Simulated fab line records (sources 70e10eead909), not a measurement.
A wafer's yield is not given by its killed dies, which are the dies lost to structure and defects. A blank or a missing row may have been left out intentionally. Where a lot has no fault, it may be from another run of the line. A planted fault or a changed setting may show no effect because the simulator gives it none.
A struck lot beside a sound one ; flow nand_harc ; 19 out of 1302 route steps
Sound: these wafers, L301.2, L301.3, L301.4. Struck: wafers L303.1, L303.4, L303.6. The cause comes at the end.
For every step that has rows: the tool of each side, followed by ch and its chambers, followed by its first start. Under that, the readings that differ: sound wafers ; struck wafers ; difference of the means ; sigmas: that difference in standard deviations of wafers without a fault.
alike: readings with means less than 2 such deviations apart, plus words and numbers identical on both sides. not compared: withheld readings, readings lacking a value on some wafer, bounds such as >300 that could conceal the same value, and numbers that have no deviation in the record and whose values overlap.
Wherever a step has rows on one side only, a row that says differs or no value, or a row with sigmas, the two part there. When numbers do not overlap yet have no deviation, they are printed without sigmas and do not part them. Lack of a reading on every wafer of one side parts them only where that side has two or more wafers.

NHARC_P_ZERO_WELL_CD_MEAS_11: target cd 500 nm.
  sound on cd_sem-03 ch 0, day 3 23:07; struck on cd_sem-01 ch 0, day 4 19:07
  alike: cd_nm
then, 1 step without rows for these wafers: NHARC_P_ZERO_WELL_HARDBAKE_12 (time 65 s).
NHARC_P_ZERO_WELL_DESCUM_13: chemistry O2, time 3 s.
  sound on rie_diel-02 ch 0,1,3, day 3 23:16; struck on rie_diel-02 ch 0,2, day 4 19:16
  alike: drypump_motor_current_A, oes_product_au, rf_vpp_V, showerhead_plenum_p_Torr, throttle_valve_pct
  not compared: rf_hours_counter_h
NHARC_P_ZERO_WELL_ETCH_65: etches the open film in N2/H2, target depth 80 nm, overetch 24 nm, time 87.88 s.
  sound on rie_diel-02 ch 0,1,3, day 3 23:22; struck on rie_diel-02 ch 0,1,2, day 4 19:22
  alike: drypump_motor_current_A, oes_product_au, rf_vpp_V, showerhead_plenum_p_Torr, throttle_valve_pct
  not compared: rf_hours_counter_h
NHARC_P_ZERO_WELL_ETCH_62: etches the open film in CHF3/Ar, target depth 13 nm, time 6.5 s.
  sound on rie_diel-02 ch 0,1,3; struck on rie_diel-02 ch 0,1
  alike: drypump_motor_current_A, oes_product_au, rf_vpp_V, showerhead_plenum_p_Torr, throttle_valve_pct
  not compared: rf_hours_counter_h
NHARC_P_ZERO_WELL_ETCH_63: etches the open film in HBr/Cl2, target depth 120 nm, time 40.1 s.
  sound on rie_si-05 ch 0,1,3, day 3 23:32; struck on rie_si-06 ch 1,2,3, day 4 19:34
  alike: drypump_motor_current_A, oes_product_au, throttle_valve_pct
  not compared: rf_hours_counter_h
then, 6 steps without rows for these wafers: NHARC_P_ZERO_WELL_STRIP_15 (strips in SPM, time 900 s); NHARC_P_ZERO_WELL_DEHYDRATE_16 (time 120 s); NHARC_P_ZERO_WELL_HMDS_17 (time 30 s); NHARC_P_ZERO_WELL_COAT_18; NHARC_P_ZERO_WELL_SOFTBAKE_19 (time 95 s); NHARC_P_ZERO_WELL_EBR_20.
NHARC_P_ZERO_WELL_EXPOSE_21: exposes mask P NWELL, target cd 720 nm.
  sound on krf_scanner-04 ch 0, day 4 00:18; struck on krf_scanner-02 ch 0, day 4 20:11
reading;sound;struck;difference;sigmas
mask;P_NWELL#0 P_NWELL#0 P_NWELL#0;P_NWELL_R1#0 P_NWELL_R1#0 P_NWELL_R1#0;differs;
  alike: reticle_temp_C
then, 2 steps without rows for these wafers: NHARC_P_ZERO_WELL_PEB_22 (peb time 85 s); NHARC_P_ZERO_WELL_DEVELOP_23 (time 70 s).
NHARC_P_ZERO_WELL_CD_MEAS_24: target cd 720 nm.
  sound on cd_sem-03 ch 0, day 4 00:28; struck on cd_sem-03 ch 0
reading;sound;struck;difference;sigmas
cd_nm (nm);720.4 719.0 720.4;710.0 705.9 706.9;-12.3;-5
  not compared: hold
NHARC_P_ZERO_WELL_DESCUM_26: chemistry O2, time 3 s.
  sound on rie_diel-09 ch 0,2,3, day 4 00:37; struck on rie_diel-05 ch 0,1,3, day 5 00:59
reading;sound;struck;difference;sigmas
oes_product_au (a.u.);1.013 1.016 1.009;0.991 0.987 0.994;-0.022;-2
model.P_ZERO_WELL.cd_nm (nm);720.3 718.6 720.2;710.9 705.8 706.8;-11.9;
  alike: drypump_motor_current_A, rf_vpp_V, showerhead_plenum_p_Torr, throttle_valve_pct
  not compared: rf_hours_counter_h
following that, these wafers have no rows for 1 step: NHARC_P_ZERO_WELL_IMPLANT_27.
NHARC_END_SORT_01:
  the record has rows for the sound wafers here (prober-02 ch 0, day 27 22:01) and none for the struck ones

## WHERE THEY PART
Last at NHARC_END_SORT_01 as far as this record goes, first at NHARC_P_ZERO_WELL_EXPOSE_21.

WHY: whatever the simulator had introduced
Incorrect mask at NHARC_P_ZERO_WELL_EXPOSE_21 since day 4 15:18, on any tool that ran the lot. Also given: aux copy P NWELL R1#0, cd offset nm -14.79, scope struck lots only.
